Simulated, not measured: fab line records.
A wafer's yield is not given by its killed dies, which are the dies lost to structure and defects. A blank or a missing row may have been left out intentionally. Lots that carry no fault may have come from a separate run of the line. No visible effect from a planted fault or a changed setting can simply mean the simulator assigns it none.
A lot that was struck, set against a sound lot ; flow n5_finfet ; 16 out of 1938 route steps
Sound: these wafers, L489.1, L489.2, L489.6. Struck: wafers L491.1, L491.3, L491.6. The cause comes at the end.
Each step with rows lists, per side, the tool, then ch with its chambers, then its first start. Under that, the readings that differ: sound wafers ; struck wafers ; difference of the means ; sigmas: that difference in standard deviations of wafers without a fault.
alike: readings with means less than 2 such deviations apart, plus words and numbers identical on both sides. not compared: withheld readings, readings lacking a value on some wafer, bounds such as >300 that could conceal the same value, and numbers that have no deviation in the record and whose values overlap.
The two part at a step that has a row with sigmas, a row that says differs or no value, or rows on one side only. Non-overlapping numbers with no deviation appear without sigmas and do not part them. Lack of a reading on every wafer of one side parts them only where that side has two or more wafers.

N5_HKMG_FIN_INSPECT_14: inspects for defects (macro).
  struck on defect_inspect-01, day 6 04:03; sound on defect_inspect-02, day 5 20:40
  alike: raw_defect_count
N5_HKMG_FIN_DESCUM_17: chemistry O2, time 7.9 s.
  sound on rie_diel-03 ch 0,1,3, day 5 20:41; struck on rie_diel-06 ch 2,3, day 6 04:05
reading;sound;struck;difference;sigmas
throttle_valve_pct (%);19.94 20.14 20.11;20.60 20.31 20.60;+0.44;+2
  alike: drypump_motor_current_A, o2_flow_sccm, oes_product_au, rf_vpp_V, showerhead_plenum_p_Torr
  not compared: rf_hours_counter_h
then, 3 steps without rows for these wafers: N5_HKMG_FIN_ETCH_31 (etches SiARC in CF4, target depth 45.5 nm, time 75.8 s); N5_HKMG_FIN_ETCH_32 (etches SOC in N2/H2, target depth 240 nm, time 300 s); N5_HKMG_FIN_STRIP_33 (strips in N2/H2).
N5_HKMG_FIN_STRIP_34: strips in CF4.
  sound on rie_diel-03 ch 0,1,3, day 5 20:59; struck on rie_diel-06 ch 2,3, day 6 04:22
  alike: drypump_motor_current_A, oes_product_au, power_w, rf_vpp_V, showerhead_plenum_p_Torr, throttle_valve_pct
  not compared: rf_hours_counter_h
then, 3 steps without rows for these wafers: N5_HKMG_FIN_ETCH_35 (etches SOC in N2/H2, target depth 215.8 nm, time 243.4 s); N5_HKMG_FIN_STRIP_92 (strips SOC in N2/H2, time 20 s); N5_HKMG_FIN_WET_ETCH_18 (etches TiN in SC1, time 55 s, target depth 5.2 nm, rinse time 30 s).
N5_HKMG_FIN_STRIP_19: strips in N2/H2, time 360 s.
  sound on plasma_asher-02 ch 0,1, day 5 21:17; struck on plasma_asher-02 ch 0,1, day 6 04:45
  alike: drypump_motor_current_A, heater_power_w
  not compared: rf_hours_counter_h
N5_HKMG_FIN_ALD_91: deposits TiN, target thk 1 nm, pulse time 1 s, purge time 3 s.
  sound on ald_metal-03 ch 1,2,3, day 5 21:40; struck on ald_metal-04 ch 2,3, day 6 05:08
  alike: heater_power_w, precursor_pulse_height_rel
then, 1 step without rows for these wafers: N5_HKMG_FIN_COAT_85 (time 60 s, resist thk 300 nm).
N5_HKMG_FIN_ETCH_86: etches SOC in N2/H2, stops on TiN, target depth 393.2 nm.
  sound on rie_diel-06 ch 0,2,3, day 5 22:12; struck on rie_diel-06 ch 0,1, day 6 05:28
  no value came back on the struck wafers for any of 7 readings (bias_w (W), chamber_pressure_mTorr (mTorr) and others); on the sound wafers bias_w (W) reads 60.86 61.10 60.92
reading;sound;struck;difference;sigmas
model.SOC_of_HKMG_FIN_COAT_85.thk_nm (nm);11.6 13.4 15.8;300.4 300.8 300;+286.8;
  not compared: rf_hours_counter_h
N5_HKMG_FIN_STRIP_89: strips SOC in N2/H2, time 20 s.
  sound on rie_diel-06 ch 0,2,3, day 5 22:16; struck on rie_diel-06 ch 0,1, day 6 05:32
  alike: drypump_motor_current_A, oes_product_au, power_w, rf_vpp_V, showerhead_plenum_p_Torr, throttle_valve_pct
  not compared: rf_hours_counter_h
N5_BEOL_M4_RC_MEAS_101:
  the record has rows for the sound wafers here (prober-02 ch 0, day 9 22:19) and none for the struck ones
-- here the record skips 9 days between the struck wafers' starts before and after, leaving off in module BEOL_M4 and picking up in module PASSIVATION (first step shown: number 1936 of the route) --
N5_PASSIVATION_PROBE_49:
  the record has rows for the struck wafers here (prober-02, day 15 07:06) and none for the sound ones

== WHERE THEY PART ==
At N5_HKMG_FIN_DESCUM_17 first; at N5_PASSIVATION_PROBE_49 last (within this record only).

WHY: what had been put in by the simulator
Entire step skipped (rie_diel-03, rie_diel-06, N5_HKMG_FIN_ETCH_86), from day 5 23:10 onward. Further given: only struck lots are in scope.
